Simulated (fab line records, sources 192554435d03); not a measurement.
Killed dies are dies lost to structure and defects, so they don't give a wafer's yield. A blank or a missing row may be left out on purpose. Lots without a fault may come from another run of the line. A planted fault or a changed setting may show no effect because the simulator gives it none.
Split-lot experiment | flow n5_finfet | 7 lots, 21 wafers read, on a route of 1938 steps

THE SPLIT
At N5_FIN_SAQP_PECVD_06 (deposits a-Si from SiH4/He, target thk 60 nm, time 48.1 s), the setting time_s was moved away from the recipe's 48.1 s on 7 of the 21 wafers read, by -6.4% to +14.1%. The other wafers ran this setting at the recipe's value.

FROM THE SPLIT TO THE READING: what the file shows between them, 11 steps
- N5_FIN_SAQP_THK_MEAS_07
- N5_FIN_SAQP_PEB_14: peb time 60 s (also split here: peb_time_s)
- N5_FIN_SAQP_DEVELOP_15: develop time 30 s
- N5_FIN_SAQP_CD_MEAS_16: target cd 35.6 nm
- N5_FIN_SAQP_HM_OPEN_73: chemistry CHF3/O2, target SiO2, stops on a-Si, target depth 12 nm, time 16.8 s
- N5_FIN_SAQP_STRIP_74: strips in CHF3/O2
- N5_FIN_SAQP_MANDREL_ETCH_22: etches a-Si in HBr/Cl2, stops on SiNx, target depth 60 nm, bt time 10 s, time 30 s
- N5_FIN_SAQP_STRIP_55: strips in N2/H2
- N5_FIN_SAQP_STRIP_23: strips in SPM, time 750 s
- N5_FIN_SAQP_SRD_66: time 30 s
- N5_FIN_SAQP_RECESS_75: chemistry HF/NH3, target SiO2, target depth 14.4 nm, afs cycles 3, sublimation time 60 s

THE READING
a-Si_of_FIN_SAQP_PECVD_06.thk_nm (the simulator's own value, which no gauge read), in nm, at N5_FIN_SAQP_SPACER1_ALD_24 (deposits SiO2, target thk 20.3 nm, pulse time 1 s, purge time 2 s). The file gives no usual value for it. The 14 wafers here that ran the recipe average 59.6 nm, standard deviation 0.8 nm.

wafer  | tool, chamber at the split | time_s as run, s | against the recipe | a-Si_of_FIN_SAQP_PECVD_06.thk_nm, nm | against lot-mates on the recipe
L079.3 | pecvd-04, 1                | 51.77            | +7.6%              | 63                                   | +4.0
L079.5 | pecvd-04, 0                | 51.77            | +7.6%              | 63.8                                 | +4.8
L079.6 | pecvd-04, 1                | 48.1             | recipe             | 59                                   | -
L086.2 | pecvd-02, 0                | 52.04            | +8.2%              | 65.2                                 | +4.0
L086.3 | pecvd-02, 2                | 48.1             | recipe             | 61.2                                 | -
L086.6 | pecvd-02, 1                | 52.04            | +8.2%              | 67.2                                 | +6.0
L088.2 | pecvd-04, 0                | 48.1             | recipe             | 60                                   | -
L088.4 | pecvd-04, 2                | 48.1             | recipe             | 59.4                                 | -
L088.6 | pecvd-04, 0                | 48.1             | recipe             | 59.6                                 | -
L091.1 | pecvd-04, 1                | 45.02            | -6.4%              | 54.6                                 | -5.6
L091.4 | pecvd-04, 0                | 48.1             | recipe             | 60.2                                 | -
L091.6 | pecvd-04, 2                | 48.1             | recipe             | 60.2                                 | -
L092.1 | pecvd-04, 1                | 48.1             | recipe             | 58.6                                 | -
L092.3 | pecvd-04, 2                | 52.35            | +8.8%              | 63.8                                 | +4.9
L092.6 | pecvd-04, 1                | 48.1             | recipe             | 59.2                                 | -
L095.2 | pecvd-04, 0                | 54.89            | +14.1%             | 68                                   | +8.0
L095.4 | pecvd-04, 0                | 48.1             | recipe             | 60                                   | -
L095.5 | pecvd-04, 2                | 48.1             | recipe             | 60                                   | -
L097.3 | pecvd-04, 1                | 48.1             | recipe             | 57.8                                 | -
L097.4 | pecvd-04, 0                | 48.1             | recipe             | 60                                   | -
L097.5 | pecvd-04, 1                | 48.1             | recipe             | 59.2                                 | -

THE FIT
A straight line over all 21 wafers: a-Si_of_FIN_SAQP_PECVD_06.thk_nm changes by +0.63 nm for each +1% of time_s; r = +0.95; the points scatter about the line by 1 nm.
The same after taking each lot's own level away (the mean of its wafers on the recipe; 21 wafers): +0.614 nm for each +1%; r = +0.98; scatter 0.66 nm.
On that fit, the largest move of time_s shifts the reading by 8.7 nm.
The lots' own levels span 58.90 to 61.20 nm, that is 2.9 times the standard deviation above.
So the lot-to-lot level changes the slope little: the two slopes agree.
Check: with one of the wafers moved furthest among these (+14.1%) left out of the fit, the line predicts +8.77 nm for it against its lot-mates. It came out at +8 nm against them.

OTHER SPLITS ON THESE WAFERS
These wafers also went through other splits before the reading. Each is held against what the fit with the lots' levels taken away leaves over:
other split on the same wafers | wafers away from the commonest value | r with a-Si_of_FIN_SAQP_PECVD_06.thk_nm (lot level and that fit taken away)
N5_WELL_APT_COAT_02 spin_rpm   | 10                                   | -0.38
N5_WELL_APT_COAT_19 spin_rpm   | 6                                    | -0.06
N5_FIN_SAQP_PEB_14 peb_time_s  | 3                                    | -0.35

THE WHOLE CHAIN: every reading that the file lists as answering this split, in the file's order
step                        | what it does                                                                       | reading                                                                           | change (the file's fit)               | r (the file's)
N5_FIN_SAQP_PECVD_06        | deposits a-Si from SiH4/He, target thk 60 nm, time 48.1 s                          | a-Si_of_FIN_SAQP_PECVD_06.thk_nm (the simulator's own value, which no gauge read) | +0.606 nm for each +1% of the setting | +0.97
N5_FIN_SAQP_THK_MEAS_07     |                                                                                    | thk_nm                                                                            | withheld for each +1% of the setting  | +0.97
N5_FIN_SAQP_MANDREL_ETCH_22 | etches a-Si in HBr/Cl2, stops on SiNx, target depth 60 nm, bt time 10 s, time 30 s | etch.depth_nm (the simulator's own value, which no gauge read)                    | +0.607 nm for each +1% of the setting | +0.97
N5_FIN_SAQP_SPACER1_ALD_24  | deposits SiO2, target thk 20.3 nm, pulse time 1 s, purge time 2 s                  | a-Si_of_FIN_SAQP_PECVD_06.thk_nm (the simulator's own value, which no gauge read) | +0.601 nm for each +1% of the setting | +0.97

THE FILE'S OWN FIT
a-Si_of_FIN_SAQP_PECVD_06.thk_nm changes by +0.601 nm for each +1% of time_s, r = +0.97.
